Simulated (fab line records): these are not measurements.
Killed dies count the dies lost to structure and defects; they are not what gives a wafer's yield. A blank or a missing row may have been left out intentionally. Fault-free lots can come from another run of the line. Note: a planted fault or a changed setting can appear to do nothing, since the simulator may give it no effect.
Chamber matching | flow n5-finfet | rie-diel-04 running N5_BEOL_M2_ETCH_70: 4 sister chambers
The step etches SOC in N2/H2, target depth 80 nm, overetch 24 nm, time 130 s. 4 wafers are shown with their chamber, then 10 later ones without.

## WAFERS PAIRED WITH THEIR CHAMBERS
wafer  | chamber | showerhead-plenum-p-Torr (Torr)
L084.6 | 0       | 2.51
L085.4 | 1       | 2.51
L086.2 | 2       | 2.71
L086.5 | 3       | 2.41

## WAFERS MISSING THEIR CHAMBER
wafer  | showerhead-plenum-p-Torr (Torr)
L086.6 | 2.51
L090.1 | 2.41
L090.3 | 2.50
L090.5 | 2.51
L094.2 | 2.50
L094.4 | 2.71
L094.6 | 2.51
L097.3 | 2.50
L097.4 | 2.50
L097.5 | 2.40

## EACH ONE'S CHAMBER
wafer  | from the rows above     | in truth
L086.6 | can't be placed: 0 or 1 | 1
L090.1 | 3                       | 3
L090.3 | can't be placed: 0 or 1 | 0
L090.5 | can't be placed: 0 or 1 | 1
L094.2 | can't be placed: 0 or 1 | 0
L094.4 | 2                       | 2
L094.6 | can't be placed: 0 or 1 | 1
L097.3 | can't be placed: 0 or 1 | 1
L097.4 | can't be placed: 0 or 1 | 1
L097.5 | 3                       | 3
3 of 10 placed correctly. From these rows, 7 cannot be placed; in 7 the true chamber is one of the candidates. Placed wrongly: 0.
How it was worked out, from the rows above alone: a wafer's distance from a chamber is the root of the sum, over the readings, of the square of ((its reading less the chamber's mean) divided by the reading's scatter). The wafer belongs to the nearest chamber; if the next one is less than 2 further off, it can't be placed. The mean given for a chamber averages the wafers shown for that chamber. The scatter (one wafer shown for each chamber): square how far every hidden wafer sits from the nearest shown wafer, average those squares and take the square root.
